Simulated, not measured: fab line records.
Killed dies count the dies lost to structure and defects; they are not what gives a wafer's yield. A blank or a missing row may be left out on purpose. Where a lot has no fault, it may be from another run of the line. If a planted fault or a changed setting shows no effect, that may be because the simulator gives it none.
Comparing a struck lot with a sound one / flow n5-finfet / 38 out of 1938 route steps
Sound: the wafers L195.2, L195.3, L195.6. Wafers L193.4, L193.5, L193.6 were the ones struck. At the end, the cause is stated.
Each step with rows lists, per side, the tool, then ch with its chambers, then its first start. Under that, the readings that differ: sound wafers / struck wafers / difference of the means / sigmas: that difference in standard deviations of wafers without a fault.
alike: readings with means less than 2 such deviations apart, plus words and numbers identical on both sides. not compared: withheld readings, readings lacking a value on some wafer, bounds such as >300 that could conceal the same value, and numbers that have no deviation in the record and whose values overlap.
The two part at a step that has a row with sigmas, a row that says differs or no value, or rows on one side only. Numbers that don't overlap but have no deviation are shown without sigmas and don't part them. A reading that every wafer of one side lacks parts them only if that side has two wafers or more.

first, 9 steps without rows for these wafers: N5_SD_EPI_N_DESCUM_14 (chemistry O2, time 7.9 s); N5_SD_EPI_N_ETCH_34 (etches SiARC in CF4, target depth 45.5 nm, time 75.8 s); N5_SD_EPI_N_ETCH_35 (etches SOC in N2/H2, overetch 108 nm, time 486 s); N5_SD_EPI_N_STRIP_36 (strips in N2/H2); N5_SD_EPI_N_ETCHBACK_44 (etches SiNx in CH3F/O2, stops on SiO2, target depth 14.5 nm); N5_SD_EPI_N_ETCH_45 (etches SiOCN in CH3F/O2, target depth 6 nm); N5_SD_EPI_N_ETCH_16 (etches SiO2 in CHF3/O2, target depth 5 nm); N5_SD_EPI_N_STRIP_47 (strips in CHF3/O2); N5_SD_EPI_N_SD_RECESS_17 (chemistry HBr/Cl2/O2, target depth 41 nm, time 23.7 s, bt time 3 s).
N5_SD_EPI_N_STRIP_38: strips in N2/H2.
  sound on plasma-asher-01 ch 1, day 7 16:58; struck on plasma-asher-02 ch 0,1, day 7 02:28
  alike: drypump-motor-current-A, heater-power-w, oes-product-au
  not compared: rf-hours-counter-h
then, 10 steps without rows for these wafers: N5_SD_EPI_N_WET_ETCH_43 (etches SiO2 in dHF, time 14 s, target depth 1.5 nm); N5_SD_EPI_N_STRIP_18 (strips in SPM, time 750 s); N5_SD_EPI_N_SRD_20 (time 30 s); N5_SD_EPI_N_PRECLEAN_48 (cleans in NF3:NH3, afs cycles 2, time 20 s, sublimation time 60 s); N5_SD_EPI_N_VAPOR_ETCH_50 (etches Si in HCl, time 54 s); N5_SD_EPI_N_EPI_21 (deposits Si:P, time 690 s); N5_SD_EPI_N_PRECLEAN_24 (cleans in O3/DIW, time 60 s); N5_SD_EPI_N_SRD_25 (time 30 s); N5_SD_EPI_N_PRECLEAN_49 (cleans in NF3:NH3, afs cycles 1, time 20 s, sublimation time 60 s); N5_SD_EPI_N_LINER_46 (material SiNx, target thk 3 nm).
N5_SD_EPI_N_INSPECT_26: inspects for defects (darkfield).
  struck on defect-inspect-01, day 7 05:38; sound on defect-inspect-01, day 7 20:07
reading=raw-defect-count; sound=231 203 241; struck=571 575 605; difference=+359; sigmas=+9
then, 8 steps without rows for these wafers: N5_SD_EPI_P_COAT_34 (time 60 s, resist thk 350 nm); N5_SD_EPI_P_COAT_35 (time 60 s, resist thk 35 nm); N5_SD_EPI_P_COAT_03 (resist thk 150 nm); N5_SD_EPI_P_EBR_05; N5_SD_EPI_P_SOFTBAKE_04 (time 60 s); N5_SD_EPI_P_EXPOSE_06 (exposes mask SD P BLK, target cd 240 nm); N5_SD_EPI_P_PEB_07 (peb time 60 s); N5_SD_EPI_P_DEVELOP_08 (develop time 30 s).
N5_SD_EPI_P_INSPECT_11: inspects for defects (macro).
  struck on defect-inspect-01, day 7 06:05; sound on defect-inspect-02, day 7 20:35
reading=raw-defect-count; sound=2 2 2; struck=>300 >300 >300; difference=differs; sigmas=
then, 6 steps without rows for these wafers: N5_SD_EPI_P_DESCUM_14 (chemistry O2, time 7.9 s); N5_SD_EPI_P_ETCH_36 (etches SiARC in CF4, target depth 45.5 nm, time 75.8 s); N5_SD_EPI_P_ETCH_37 (etches SOC in N2/H2, overetch 108 nm, time 486 s); N5_SD_EPI_P_STRIP_38 (strips in N2/H2); N5_SD_EPI_P_ETCHBACK_46 (etches SiNx in CH3F/O2, stops on SiO2, target depth 17.5 nm); N5_SD_EPI_P_ETCH_47 (etches SiOCN in CH3F/O2, target depth 25 nm).
N5_SD_EPI_P_INSPECT_26: inspects for defects (darkfield).
  struck on defect-inspect-01, day 7 10:25; sound on defect-inspect-02, day 8 00:24
reading=raw-defect-count; sound=228 188 185; struck=566 598 572; difference=+378; sigmas=+10
-- record jumps: 10 days separate the struck wafers' starts on either side; left off in module SD_EPI_P, taken up again in module PASSIVATION, whose first shown step is the route's number 1936 --
N5_PASSIVATION_PROBE_49:
  record: rows for the struck wafers here (prober-02, day 17 00:22), none for the sound ones

== WHERE THEY PART ==
First at N5_SD_EPI_N_INSPECT_26; last, within this record, at N5_PASSIVATION_PROBE_49.

WHY: the cause the simulator had injected
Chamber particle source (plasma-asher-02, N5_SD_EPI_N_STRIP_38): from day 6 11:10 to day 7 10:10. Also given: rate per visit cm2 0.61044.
